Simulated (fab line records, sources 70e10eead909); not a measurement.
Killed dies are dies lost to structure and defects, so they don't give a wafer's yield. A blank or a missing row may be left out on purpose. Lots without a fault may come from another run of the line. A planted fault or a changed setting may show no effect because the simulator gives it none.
fab line records | flow nand_harc | part 2 of 2: steps 5 to 6 of 6
record lots=23 wafers=69 last_day=24
route steps=1159 shown P_BONDPAD@381 A_STAIRCASE@531
lots that met no fault: from a run of the same line without faults
start_h: hours from the record's first day to the start of the lot's first wafer shown | wait_h: hours since the lot's step before | " the same as in the row above | L1.1+2: a row that stands for several wafers | - no value, or no start given | * or withheld: withheld | < > ~ a bound
route shown NAME@n: a module of which the file shows steps, and the number in the route of the first | usual: mean/standard deviation of fault-free wafers | same: alike in all rows | chamber/n: place in a boat | sites: the reading at each site | _std_site: their standard deviation | _edge_site: outer sites' mean less inner sites' | radius_mm: how far each site lies from the wafer's centre | mask NAME#n: copy n | behind: the tool/chamber that last shaped the wafer | hold: why the lot was held/for how many hours/how that ended | device: the transistor (n, p or np) that didn't switch | end of line: the same wafers' tests at the end of the route | a step without rows: its recipe alone | killed: dies lost to structure and defects at the first sort, not the wafer's yield | map: a wafer's dies, x killed, . not, _ none there
set.NAME: the setting as run; set.NAME@STEP: as run at that earlier step | model.NAME: the simulator's own value behind a step, which no gauge read
steps of the route over a sample of lots; a table a step, a row a wafer
services: from which hour (start_h, from the record's first day; less than 0 if before it) a tool's chamber was out of use, for how many hours, and why
## steps
# step NHARC_A_STAIRCASE_HM_OPEN_460
# recipe o2_flow_sccm=400 cos_flow_sccm=20 ar_flow_sccm=0 rf_w=500 bias_w=300 chemistry=O2/COS
# usual drypump_motor_current_A=5.6/0.39 o2_flow_sccm=399.9/1.3 oes_product_au=0.997/0.014 rf_vpp_V=468.8/2.5 showerhead_plenum_p_Torr=3.20/0.11 throttle_valve_pct=28.330/0.0098
# columns lot.wafer tool chamber start_h wait_h drypump_motor_current_A o2_flow_sccm oes_product_au rf_hours_counter_h rf_vpp_V showerhead_plenum_p_Torr throttle_valve_pct
L074.4 rie_diel-07 1 - - 5.8 402.0 0.987 1 468.7 3.16 28.328
L074.2 " 2 " " 6.3 401.3 0.982 2 473.9 3.37 28.325
L074.6 " 3 " " 5.8 399.8 1.003 - 469.4 3.19 28.332
L075.3 rie_diel-06 1 - - 5.7 400.2 0.983 3 466.2 3.05 28.333
L075.1 " 2 " " 5.5 399.1 1.013 2 470.9 3.28 28.319
L075.6 " 0 " " 5.6 399.3 1.003 - 468.2 3.19 28.325
L076.1 rie_diel-06 1 - - 5.7 398.7 0.986 3 466.2 3.05 28.327
L076.2 " 3 " " 4.8 398.9 0.983 4 469.7 3.26 28.321
L076.6 " 2 " " 5.5 400.7 1.035 - 471.0 3.28 28.323
L079.1 rie_diel-13 1 - - 6.1 400.5 1.001 64 466.6 3.12 28.330
L079.4 " 3 " " 5.5 400.8 0.997 61 462.8 2.92 28.334
L079.6 " 0 " " 5.9 400.4 1.008 - 461.8 2.90 28.320
L077.2 rie_diel-07 0 - - 5.3 399.6 1.000 16 468.6 3.29 28.331
L077.4 " 2 " " 6.3 402.1 0.985 15 472.2 3.36 28.322
L077.5 " 0 " " 5.3 398.5 0.993 - 471.7 3.29 28.324
L078.1 rie_diel-07 2 - - 6.3 398.3 0.983 17 472.6 3.36 28.328
L078.5 " 3 " " 5.8 399.8 1.011 - 468.4 3.18 28.345
L078.6 " 0 " " 5.3 401.8 0.995 - 469.3 3.29 28.331
L080.1 rie_diel-06 0 - - 5.6 399.2 1.000 15 469.3 3.18 28.325
L080.4 " 2 " " 5.5 400.8 1.023 12 471.5 3.28 28.326
L080.2 " 3 " " 4.8 402.7 0.983 14 469.5 3.26 28.331
L082.4 rie_diel-13 0 - - 5.9 401.3 0.984 - 470.7 3.37 28.321
L082.6 " 1 " " 6.2 401.4 0.964 - 467.5 3.12 28.331
L082.5 " 3 " " 5.5 396.9 0.980 - 461.3 2.91 28.330
L081.2 rie_diel-06 0 - - 5.6 397.3 0.998 17 467.9 3.18 28.346
L081.4 " 1 " " 5.7 399.2 0.979 17 466.1 3.04 28.333
L081.6 " 0 " " 5.6 400.0 0.999 - 469.5 3.18 28.323
L083.2 rie_diel-06 2 - - 5.5 401.1 1.010 17 469.6 3.28 28.346
L083.5 " 1 " " 5.7 401.1 0.986 - 464.7 3.04 28.334
L083.6 " 2 " " 5.5 401.3 1.020 - 470.2 3.27 28.331
L087.1 rie_diel-07 2 - - 6.3 400.2 0.979 31 471.3 3.36 28.331
L087.5 " 2 " " 6.3 401.1 0.981 - 472.6 3.36 28.321
L087.6 " 3 " " 5.8 401.7 1.021 - 468.2 3.18 28.337
L086.2 rie_diel-06 2 - - 5.5 401.1 1.011 23 470.3 3.27 28.335
L086.1 " 0 " " 5.7 401.5 1.003 27 469.8 3.18 28.348
L086.5 " 2 " " 5.5 401.1 1.005 - 470.8 3.27 28.320
L085.2 rie_diel-06 0 - - 5.6 398.8 0.997 29 469.9 3.18 28.336
L085.3 " 1 " " 5.6 399.3 0.992 27 465.8 3.04 28.345
L085.5 " 3 " " 4.8 399.5 0.988 - 469.2 3.25 28.343
L088.1 rie_diel-06 2 - - 5.5 399.9 1.003 30 472.3 3.27 28.310
L088.3 " 3 " " 4.8 400.3 1.000 32 470.5 3.25 28.343
L088.6 " 3 " " 4.8 399.4 0.993 - 470.7 3.25 28.328
L089.2 rie_diel-06 1 - - 5.6 400.2 0.990 33 466.3 3.03 28.341
L089.6 " 2 " " 5.5 400.3 1.017 - 470.4 3.27 28.333
L089.5 " 3 " " 4.8 401.0 1.001 - 471.4 3.25 28.315
L091.4 rie_diel-06 1 - - 5.7 400.2 0.983 34 465.3 3.03 28.323
L091.2 " 2 " " 5.5 398.0 1.012 32 470.0 3.27 28.328
L091.6 " 0 " " 5.6 400.5 0.993 - 466.9 3.17 28.336
L090.4 rie_diel-13 0 - - 5.9 398.9 0.990 25 472.6 3.36 28.321
L090.2 " 1 " " 6.1 400.7 0.972 25 466.1 3.11 28.317
L090.5 " 0 " " 5.9 398.5 0.988 - 472.4 3.36 28.361
L092.4 rie_diel-07 2 - - 6.3 400.0 0.997 44 471.7 3.35 28.322
L092.2 " 3 " " 5.8 399.3 1.026 43 467.1 3.17 28.311
L092.6 " 3 " " 5.8 400.0 1.025 - 468.5 3.17 28.318
L094.2 rie_diel-07 1 - - 5.9 398.3 1.010 52 467.4 3.14 28.349
L094.5 " 3 " " 5.7 400.3 1.020 - 466.9 3.17 28.325
L094.6 " 0 " " 5.3 400.4 1.002 - 469.5 3.27 28.328
L095.3 rie_diel-07 0 - - 5.3 400.4 1.000 51 471.0 3.27 28.346
L095.1 " 2 " " 6.3 399.7 0.981 55 471.8 3.34 28.328
L095.6 " 0 " " 5.3 399.8 0.996 - 470.2 3.27 28.318
L093.1 rie_diel-06 2 - - 5.5 399.7 1.004 43 467.9 3.26 28.329
L093.2 " 0 " " 5.6 399.4 0.989 46 467.3 3.17 28.329
L093.6 " 2 " " 5.5 402.1 1.001 - 470.2 3.26 28.347
L096.4 rie_diel-06 0 - - 5.6 399.2 0.978 48 467.8 3.17 28.321
L096.1 " 1 " " 5.7 399.4 0.972 47 465.9 3.03 28.330
L096.5 " 0 " " 5.6 399.5 0.988 - 469.6 3.17 28.337
L097.3 rie_diel-07 0 - - 5.3 399.8 1.000 55 470.2 3.27 28.333
L097.4 " 1 " " 5.8 402.6 1.004 57 466.5 3.14 28.344
L097.6 " 0 " " 5.3 399.0 1.002 - 467.9 3.27 28.321
# step NHARC_A_STAIRCASE_ETCH_315
# recipe target_depth_a=25000 time_s=607.1 ion_energy_ev=800 c4f8_flow_sccm=80 o2_flow_sccm=60 ar_flow_sccm=withheld rf_w=600 bias_w=3000 chemistry=C4F8/O2/Ar
# usual oes_product_au=0.928/0.012 rf_vpp_V=1830/11
# columns lot.wafer tool chamber start_h wait_h oes_product_au rf_hours_counter_h rf_vpp_V
L074.2 rie_diel-13 2 - - 0.923 54 1822
L074.4 " 0 " " 0.949 54 1809
L074.6 " 2 " " 0.915 - 1824
L075.3 rie_diel-06 3 - - 0.913 5 1839
L075.1 " 0 " " 0.930 6 1833
L075.6 " 0 " " 0.934 - 1831
L076.1 rie_diel-13 3 - - 0.925 61 1809
L076.2 " 2 " " 0.916 64 1823
L076.6 " 3 " " 0.926 - 1809
L079.4 rie_diel-07 2 - - 0.928 18 1846
L079.1 " 0 " " 0.931 19 1840
L079.6 " 2 " " 0.932 - 1846
L077.2 rie_diel-06 3 - - 0.933 11 1837
L077.4 " 1 " " 0.915 12 1820
L077.5 " 2 " " 0.950 - 1838
L078.1 rie_diel-06 0 - - 0.936 13 1832
L078.5 " 2 " " 0.959 - 1840
L078.6 " 3 " " 0.922 - 1838
L080.1 rie_diel-13 1 - - 0.929 6 1826
L080.4 " 2 " " 0.935 2 1822
L080.2 " 3 " " 0.928 5 1810
L082.4 rie_diel-13 0 - - 0.928 6 1846
L082.6 " 0 " " 0.929 - 1848
L082.5 " 1 " " 0.918 - 1827
L081.2 rie_diel-06 0 - - 0.938 19 1831
L081.6 " 2 " " 0.944 - 1839
L081.4 " 3 " " 0.919 - 1838
L083.2 rie_diel-13 2 - - 0.928 8 1822
L083.6 " 2 " " 0.926 - 1823
L083.5 " 3 " " 0.925 - 1807
L087.1 rie_diel-07 2 - - 0.912 34 1846
L087.6 " 0 " " 0.932 - 1841
L087.5 " 1 " " 0.919 - 1827
L086.1 rie_diel-07 3 - - 0.940 36 1831
L086.2 " 1 " " 0.911 34 1830
L086.5 " 3 " " 0.952 - 1831
L085.2 rie_diel-06 1 - - 0.914 30 1820
L085.3 " 2 " " 0.935 28 1839
L085.5 " 1 " " 0.920 - 1819
L088.1 rie_diel-06 1 - - 0.907 35 1819
L088.3 " 3 " " 0.932 35 1838
L088.6 " 1 " " 0.909 - 1820
L089.2 rie_diel-06 1 - - 0.917 35 1818
L089.6 " 2 " " 0.941 - 1839
L089.5 " 3 " " 0.927 - 1836
L091.2 rie_diel-06 1 - - 0.904 36 1819
L091.4 " 2 " " 0.928 34 1840
L091.6 " 0 " " 0.929 - 1831
L090.4 rie_diel-13 2 - - 0.927 17 1822
L090.2 " 3 " " 0.933 27 1810
L090.5 " 2 " " 0.916 - 1822
L092.2 rie_diel-13 2 - - 0.926 17 1823
L092.4 " 3 " " 0.924 28 1808
L092.6 " 1 " " 0.911 - 1826
L094.2 rie_diel-07 0 - - 0.923 53 1838
L094.5 " 3 " " 0.947 - 1830
L094.6 " 0 " " 0.931 - 1839
L095.1 rie_diel-07 0 - - 0.936 54 1838
L095.3 " 3 " " 0.949 55 1830
L095.6 " 1 " " 0.935 - 1827
L093.1 rie_diel-13 1 - - 0.916 40 1825
L093.2 " 2 " " 0.933 26 1822
L093.6 " 1 " " 0.901 - 1823
L096.1 rie_diel-06 1 - - 0.921 49 1819
L096.4 " 0 " " 0.922 51 1832
L096.5 " 1 " " 0.926 - 1817
L097.3 rie_diel-07 0 - - 0.912 58 1838
L097.4 " 3 " " 0.935 59 1830
L097.6 " 0 " " 0.923 - 1838
## services
# columns tool chamber start_h hours kind
rie_diel-13 3 218.18 5.8 repair
rie_diel-06 0 220.29 - clean
rie_diel-06 1 220.29 - clean
rie_diel-06 2 220.29 - clean
rie_diel-06 3 220.29 - clean
rie_diel-07 3 222.34 4.9 repair
rie_diel-06 2 225.22 6.5 repair
rie_diel-07 - 228.74 9.0 pm
rie_diel-06 2 239.20 17.2 repair
rie_diel-06 - 241.58 9.0 pm
rie_diel-06 0 241.58 9.0 vent_cycle
rie_diel-06 1 241.58 9.0 vent_cycle
rie_diel-06 3 241.58 9.0 vent_cycle
rie_diel-06 0 250.58 - clean
rie_diel-06 0 250.58 - consumable_replace:focus_ring
rie_diel-06 1 250.58 - clean
rie_diel-06 3 250.58 - clean
rie_diel-13 - 276.13 9.0 pm
rie_diel-13 2 286.64 8.8 repair
rie_diel-06 1 303.21 7.4 repair
rie_diel-07 1 304.31 1.4 repair
rie_diel-06 - 323.32 2.1 repair
rie_diel-07 - 325.65 0.8 repair
rie_diel-06 0 338.06 2.3 repair
